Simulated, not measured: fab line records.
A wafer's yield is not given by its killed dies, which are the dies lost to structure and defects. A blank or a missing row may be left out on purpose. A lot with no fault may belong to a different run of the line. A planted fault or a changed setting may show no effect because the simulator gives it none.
Matching of chambers -- flow n5_finfet -- pecvd-04 running N5_BEOL_M12_DEP_53: 3 sister chambers
The step deposits SiCN from 3MS/NH3, target thk 30 nm, time 10.5 s. 16 wafers are shown with their chamber, then 8 later ones without.

## WAFERS PAIRED WITH THEIR CHAMBERS
wafer,chamber,throttle_valve_pct (%),rf_fwd_power_W (W),showerhead_plenum_p_Torr (Torr)
L075.2,1,20.3,657,4.149
L075.4,1,20.4,658,4.151
L075.5,2,17.2,665,4.111
L078.1,2,17.3,662,4.125
L078.4,0,18.4,667,4.146
L078.5,2,17.1,665,4.123
L083.1,1,20.3,660,4.158
L083.3,1,20.2,659,4.151
L083.5,1,20.3,658,4.145
L085.3,1,20.5,657,4.161
L085.4,2,17.5,665,4.127
L085.6,1,20.3,656,4.144
L088.1,2,17.6,666,4.124
L088.3,2,17.3,667,4.127
L088.6,2,17.6,665,4.106
L094.1,2,17.4,665,4.118

SIGNATURES, as means of the wafers listed above
reading,chamber 0,chamber 1,chamber 2,scatter within a chamber
throttle_valve_pct,18.400,20.329,17.375,0.149
rf_fwd_power_W,667.00,657.86,665.00,1.38
showerhead_plenum_p_Torr,4.14600,4.15129,4.12012,0.00716
Rule: distance of a wafer from a chamber = root of the sum over the readings of ((wafer's reading minus chamber's mean) / reading's scatter) squared. The wafer belongs to the nearest chamber; if the next one is less than 2 further off, it can't be placed. The scatter: take each reading less its chamber's mean, square it, sum over the shown wafers, divide by the number of wafers less the number of chambers, and take the root.

## WAFERS WITH NO CHAMBER GIVEN
wafer,throttle_valve_pct (%),rf_fwd_power_W (W),showerhead_plenum_p_Torr (Torr)
L094.2,18.6,667,4.158
L094.6,17.3,665,4.119
L096.1,18.6,668,4.149
L096.2,20.0,656,4.145
L096.4,17.7,664,4.130
L097.1,20.2,658,4.150
L097.2,17.5,665,4.111
L097.4,17.2,668,4.122

## WHICH CHAMBER EACH WENT THROUGH
wafer,from the rows above,in truth
L094.2,0,0
L094.6,2,2
L096.1,0,0
L096.2,1,1
L096.4,2,2
L097.1,1,1
L097.2,2,2
L097.4,2,2
Correct placement for 8 of the 8. Can't be placed from these rows: 0. Placed wrongly: 0.
